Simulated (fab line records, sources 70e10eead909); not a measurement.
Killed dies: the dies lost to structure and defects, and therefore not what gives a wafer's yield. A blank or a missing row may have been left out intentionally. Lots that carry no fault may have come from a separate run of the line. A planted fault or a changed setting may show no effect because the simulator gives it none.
Which tool was responsible? | flow nandHarc | 72 wafers sampled from 24 lots at 1 step of a route of 1302

== WHAT EACH GAUGE READ, for each wafer ==
NHARC_A_SLIT_CD_MEAS_09 targets a cd of 300 nm.
lot  | measured     | on       | cdNm (nm)
L074 | day 20 11:08 | cdSem-02 | 299.8 300.0 299.9
L076 | day 20 11:18 | cdSem-02 | 300.6 301.1 301.4
L075 | day 20 11:27 | cdSem-03 | 299.0 299.3 300.1
L078 | day 21 10:59 | cdSem-01 | 301.1 301.1 300.8
L077 | day 21 11:26 | cdSem-01 | 299.9 299.1 299.3
L079 | day 21 14:28 | cdSem-03 | 300.8 300.7 300.8
L082 | day 22 03:56 | cdSem-03 | 300.0 299.9 299.8
L080 | day 22 04:50 | cdSem-03 | 299.7 299.6 299.2
L081 | day 22 05:47 | cdSem-01 | 299.4 298.8 300.4
L083 | day 23 23:32 | cdSem-01 | 300.9 300.3 300.0
L084 | day 24 09:04 | cdSem-03 | 298.6 298.7 299.6
L086 | day 24 19:04 | cdSem-02 | 300.7 300.9 299.5
L085 | day 24 19:13 | cdSem-02 | 300.2 299.5 299.3
L087 | day 25 16:02 | cdSem-01 | 300.6 301.0 300.5
L089 | day 26 03:32 | cdSem-01 | 298.9 299.3 299.5
L088 | day 26 04:32 | cdSem-02 | 300.2 299.7 298.7
L090 | day 27 10:54 | cdSem-03 | 300.9 300.7 299.8
L091 | day 27 19:55 | cdSem-02 | 301.0 301.4 299.8
L092 | day 27 20:46 | cdSem-01 | 301.0 300.2 301.0
L093 | day 28 02:19 | cdSem-02 | 299.5 299.6 299.2
L094 | day 28 03:13 | cdSem-02 | 300.5 299.9 299.7
L095 | day 28 15:30 | cdSem-01 | 301.3 300.5 301.0
L096 | day 28 15:40 | cdSem-03 | 300.5 300.3 300.5
L097 | day 29 00:57 | cdSem-01 | 299.6 300.5 299.8

== WHAT TOOL EACH LOT RAN ON (gives the tool, then ch and the chambers of the sampled wafers, and finally the start) ==
No process step before these readings appears in the record.

== WHAT THE TOOLS THEMSELVES READ (means of the sampled wafers that have a number; where no wafer has one, the mark that the record gives instead) ==
The record holds no such reading with a usual standard deviation.

== THE ANSWER, worked out from the rows above alone ==
Rule: what is usual is taken from the lots themselves. Put in order of their means at a reading, lots are off if they are a third of the lots or fewer, leave a main group of 4 or more, and stand apart from it by a gap of 3 or more times the standard deviation of the main group's means; of several such gaps the widest counts. A main group is skipped when, at the precision printed for the reading in the tables above, its means are all equal. A lot without any number at a reading at which 4 lots or more have one is off too. Where the step has rows for the other lots, those lots are counted as sound. Order of review: gauges by route order, followed by the tools' own readings, for which a lot's mean as printed above is used. At the first step where some lot is off, the reading lying furthest off is the one used; lots without a number count as furthest.
No lot is off at any reading shown: from this, nothing can be told.

== WHAT THE SIMULATOR PUT IN ==
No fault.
